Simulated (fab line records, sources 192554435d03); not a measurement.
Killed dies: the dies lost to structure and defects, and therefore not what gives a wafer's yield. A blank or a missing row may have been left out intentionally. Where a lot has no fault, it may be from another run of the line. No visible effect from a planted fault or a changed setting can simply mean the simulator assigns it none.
Matching of chambers -- flow n5-finfet -- rie-diel-02 running N5_BEOL_M7_STRIP_67: 4 sister chambers
The step strips in CF4. 16 wafers are shown with their chamber, then 8 later ones without.

## EACH WAFER AND ITS CHAMBER
wafer,chamber,drypump-motor-current-A (A),showerhead-plenum-p-Torr (Torr),throttle-valve-pct (%)
L075.1,0,5.3,1.78,13.85
L075.2,1,5.7,1.81,13.62
L075.5,3,4.9,1.84,13.40
L078.1,0,5.3,1.78,13.86
L078.3,3,5.0,1.84,13.44
L078.6,1,5.7,1.81,13.63
L080.1,0,5.3,1.78,13.85
L080.2,3,4.9,1.84,13.45
L080.6,3,4.9,1.84,13.43
L083.1,0,5.3,1.77,13.87
L083.4,2,6.4,1.84,13.46
L083.6,0,5.3,1.77,13.88
L088.1,2,6.3,1.83,13.50
L088.3,0,5.3,1.77,13.92
L088.5,0,5.3,1.77,13.90
L092.1,0,5.3,1.77,13.91

SIGNATURES (means of the wafers above)
reading,chamber 0,chamber 1,chamber 2,chamber 3,scatter within a chamber
drypump-motor-current-A,5.300,5.700,6.350,4.925,0.0323
showerhead-plenum-p-Torr,1.7737,1.8100,1.8350,1.8400,0.00445
throttle-valve-pct,13.8800,13.6250,13.4800,13.4300,0.0249
Rule: for each reading, subtract the chamber's mean from the wafer's reading, divide by that reading's scatter and square the result; add these up over the readings and take the root, which gives the wafer's distance from the chamber. If the next closest chamber is less than 2 further off than the closest, the wafer can't be placed; otherwise it belongs to the closest. The scatter is the square root of a quotient: the sum, over the shown wafers, of each reading's squared deviation from its chamber's mean, divided by wafers minus chambers.

## WAFERS WITHOUT THEIR CHAMBER
wafer,drypump-motor-current-A (A),showerhead-plenum-p-Torr (Torr),throttle-valve-pct (%)
L092.2,4.9,1.83,13.50
L092.6,6.3,1.83,13.51
L094.1,6.4,1.83,13.53
L094.4,5.7,1.80,13.70
L094.5,5.3,1.77,13.93
L097.1,5.0,1.83,13.51
L097.3,5.7,1.80,13.72
L097.6,5.7,1.80,13.71

## CHAMBER TAKEN BY EACH
wafer,from the rows above,in truth
L092.2,3,3
L092.6,2,2
L094.1,2,2
L094.4,1,1
L094.5,0,0
L097.1,3,3
L097.3,1,1
L097.6,1,1
Correctly placed: 8 of 8. Can't be placed from these rows: 0. 0 placed wrongly.
